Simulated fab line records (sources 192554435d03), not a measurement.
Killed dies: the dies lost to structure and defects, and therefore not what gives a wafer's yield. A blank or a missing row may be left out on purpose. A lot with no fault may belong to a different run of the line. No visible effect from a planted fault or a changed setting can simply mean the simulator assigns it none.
What tool caused it? -- flow n5_finfet -- 33 wafers from 11 lots sampled at 3 of the route's 1938 steps

WHAT THE GAUGES SHOWED, per wafer
N5_HKMG_FIN_OVL_MEAS_50. Usual: NDIPOLE_OVL typically reads -0.3 nm, with standard deviation 0.76.
lot,measured,on,NDIPOLE_OVL (nm),flag
L481,day 4 13:37,overlay-01,0.4 0.7 0.7,
L486,day 5 21:11,overlay-01,-0.4 -0.1 0.0,
L487,day 6 06:14,overlay-02,-0.9 -0.4 0.3,
L488,day 6 08:37,overlay-02,-0.6 -1.2 -1.0,
L490,day 7 03:30,overlay-01,14.0 14.9 14.9,OFF
L491,day 7 07:35,overlay-02,13.6 14.3 14.5,OFF
L492,day 7 12:55,overlay-02,13.3 16.0 13.7,OFF
L493,day 7 14:52,overlay-02,16.3 14.8 15.9,OFF
L496,day 8 08:14,overlay-02,-0.1 -0.5 0.7,
L497,day 8 09:56,overlay-01,0.0 0.1 -0.6,
L498,day 8 20:23,overlay-01,0.0 0.8 1.1,

EACH LOT AND THE TOOL THAT RAN IT (in order: tool; ch and the chambers of the sampled wafers; start)
lot,N5_HKMG_FIN_ALD_75,N5_HKMG_FIN_EXPOSE_46
L481,"ald_hk-02 ch 0,1, day 4 13:15","arfi_scanner-02 ch 0, day 4 13:28"
L486,"ald_hk-03 ch 0,1, day 5 20:41","arfi_scanner-01 ch 0, day 5 21:02"
L487,"ald_hk-01 ch 0,1,3, day 6 05:44","arfi_scanner-03 ch 0, day 6 06:05"
L488,"ald_hk-01 ch 0,2,3, day 6 08:07","arfi_scanner-02 ch 0, day 6 08:28"
L490,"ald_hk-03 ch 0,1,3, day 7 03:08","arfi_scanner-02 ch 0, day 7 03:21"
L491,"ald_hk-01 ch 0,1,2, day 7 07:13","arfi_scanner-02 ch 0, day 7 07:26"
L492,"ald_hk-03 ch 0,1,2, day 7 12:32","arfi_scanner-02 ch 0, day 7 12:46"
L493,"ald_hk-03 ch 0,3, day 7 14:30","arfi_scanner-02 ch 0, day 7 14:44"
L496,"ald_hk-01 ch 0,1,3, day 8 07:52","arfi_scanner-01 ch 0, day 8 08:05"
L497,"ald_hk-02 ch 2,3, day 8 09:26","arfi_scanner-03 ch 0, day 8 09:47"
L498,"ald_hk-02 ch 0,1,3, day 8 19:53","arfi_scanner-01 ch 0, day 8 20:14"
- N5_HKMG_FIN_ALD_75: deposits Al2O3, target thk 1 nm, co reactant pulse time 1 s.
- N5_HKMG_FIN_EXPOSE_46: exposes mask NDIPOLE.

AS READ BY THE TOOLS THEMSELVES (means over the sampled wafers that have a number; for cases with no such wafer, the mark the record gives instead)
N5_HKMG_FIN_ALD_75. Usual: heater_power_w 155 W, standard deviation 21; precursor_pulse_height_rel 1.000, standard deviation 0.021.
lot,tool,heater_power_w (W),precursor_pulse_height_rel,flag
L481,ald_hk-02,152,1.002,
L486,ald_hk-03,162,1.016,
L487,ald_hk-01,148,0.983,
L488,ald_hk-01,157,1.013,
L490,ald_hk-03,157,1.005,
L491,ald_hk-01,170,0.993,
L492,ald_hk-03,168,0.984,
L493,ald_hk-03,148,1.003,
L496,ald_hk-01,149,0.997,
L497,ald_hk-02,133,1.015,
L498,ald_hk-02,142,1.002,

THE ANSWER, worked out from the rows above alone
Rule: take the mean of a lot's wafers that have a number; if it is more than 3 standard deviations from the usual mean, the lot is off. Also off: a lot with no number at a reading for which 4 or more lots have one. Where the step has rows for the other lots, those lots are counted as sound. The gauges are gone through in route order, then the tools' own readings, and for those a lot's mean is taken as printed above. At the first step where some lot is off, the reading lying furthest off is the one used; lots without a number count as furthest.
Off: at N5_HKMG_FIN_OVL_MEAS_50 (NDIPOLE_OVL), L490, L491, L492, L493.
If a tool, at a process step before that reading, ran all the lots that are off and no sound lot after the first of them, it fits. The gauges at N5_HKMG_FIN_OVL_MEAS_50 are tried like those tools. One candidate fits, namely arfi_scanner-02 at N5_HKMG_FIN_EXPOSE_46. A fault onset in the window from L488 (day 6 08:28, its last sound lot) to L490 (day 7 03:21, its first lot off) fits.

WHAT THE SIMULATOR HAD INSERTED
Scanner matching overlay: arfi_scanner-02, from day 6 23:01 on, at N5_HKMG_FIN_EXPOSE_46. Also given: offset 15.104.
Struck lots among those shown: L490, L491, L492, L493. The rule above found the same.
